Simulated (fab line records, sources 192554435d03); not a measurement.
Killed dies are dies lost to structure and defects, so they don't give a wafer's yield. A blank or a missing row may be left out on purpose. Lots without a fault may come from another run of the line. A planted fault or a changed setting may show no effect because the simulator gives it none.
A struck lot beside a sound one | flow n5_finfet | 16 steps out of a route of 1938
Sound: wafers L689.3, L689.4, L689.6. Struck: wafers L685.2, L685.3, L685.5. The cause comes at the end.
At each step with rows: each side's tool, then ch and its chambers, then its first start. Under that, the readings that differ: sound wafers | struck wafers | difference of the means | sigmas: that difference in standard deviations of wafers without a fault.
alike: readings whose means differ by less than 2 such deviations, and words and numbers that are the same on both sides. not compared: withheld readings, readings that some wafer has no value for, bounds like >300 that may hide the same value, and numbers for which the record gives no deviation and whose values overlap.
The two part at a step that has a row with sigmas, a row that says differs or no value, or rows on one side only. Numbers that don't overlap but have no deviation are shown without sigmas and don't part them. A reading that every wafer of one side lacks parts them only if that side has two wafers or more.

first, 9 steps without rows for these wafers: N5_BEOL_M2_COAT_05 (resist thk 30 nm); N5_BEOL_M2_EBR_07; N5_BEOL_M2_SOFTBAKE_06 (time 60 s); N5_BEOL_M2_EXPOSE_08 (exposes mask M2); N5_BEOL_M2_PEB_09 (peb time 60 s); N5_BEOL_M2_DEVELOP_10 (develop time 30 s); N5_BEOL_M2_DESCUM_16 (chemistry O2, time 7 s); N5_BEOL_M2_ETCH_74 (etches underlayer in N2/H2, target depth 6.5 nm, time 5.2 s); N5_BEOL_M2_ETCH_63 (etches SiARC in CF4, target depth 15.6 nm, time 26 s).
N5_BEOL_M2_ETCH_64: etches SOC in N2/H2, target depth 75 nm, overetch 22.5 nm, time 121.9 s.
  sound on rie_diel-05 ch 0,2,3, day 10 20:14; struck on rie_diel-01 ch 0,3, day 10 07:43
  reading                                    | sound             | struck            | difference | sigmas
  rf_fwd_power_W (W)                         | 835.0 840.0 837.4 | 635.1 639.3 635.1 | -201.0     | -80
  rf_vpp_V (V)                               | 521.9 524.1 524.3 | 573.5 574.5 575.3 | +51.0      | +23
  model.SiARC_of_BEOL_M2_COAT_62.thk_nm (nm) | 6 6.2 6.4         | 7.2 7.4 7.4       | +1.1       |
  alike: drypump_motor_current_A, oes_product_au, showerhead_plenum_p_Torr, throttle_valve_pct
  not compared: rf_hours_counter_h, model.BEOL_M2.cd_offset_nm
then, 3 steps without rows for these wafers: N5_BEOL_M2_STRIP_65 (strips in N2/H2); N5_BEOL_M2_STRIP_75 (strips in N2/H2); N5_BEOL_M2_STRIP_66 (strips in CF4).
N5_BEOL_M2_HM_OPEN_17: chemistry Cl2/BCl3, target TiN, target depth 20 nm, overetch 6 nm.
  sound on rie_metal-03 ch 0,1, day 10 20:26; struck on rie_metal-03 ch 0,1, day 10 07:53
  alike: drypump_motor_current_A, oes_product_au, throttle_valve_pct
  not compared: rf_hours_counter_h, model.BEOL_M2.cd_offset_nm
then, 1 step without rows for these wafers: N5_BEOL_M2_STRIP_19 (strips in O2).
N5_BEOL_M4_RC_MEAS_101:
  sound on prober-02 ch 0, day 12 07:23; struck on prober-01 ch 0, day 11 11:48
  alike: DIBL_N, DIBL_P, IOFF_N, IOFF_P, ION_N, ION_P, SS_N, SS_P, VT_N, VT_P

WHERE THEY PART
Only at N5_BEOL_M2_ETCH_64, within this record. Later steps at which nothing parts them and some readings are alike: N5_BEOL_M2_HM_OPEN_17, N5_BEOL_M4_RC_MEAS_101.

WHY: what the simulator had put in
Process parameter drift: rie_diel-01, from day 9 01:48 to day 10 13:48, at N5_BEOL_M2_ETCH_64. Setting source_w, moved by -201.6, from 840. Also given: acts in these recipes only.
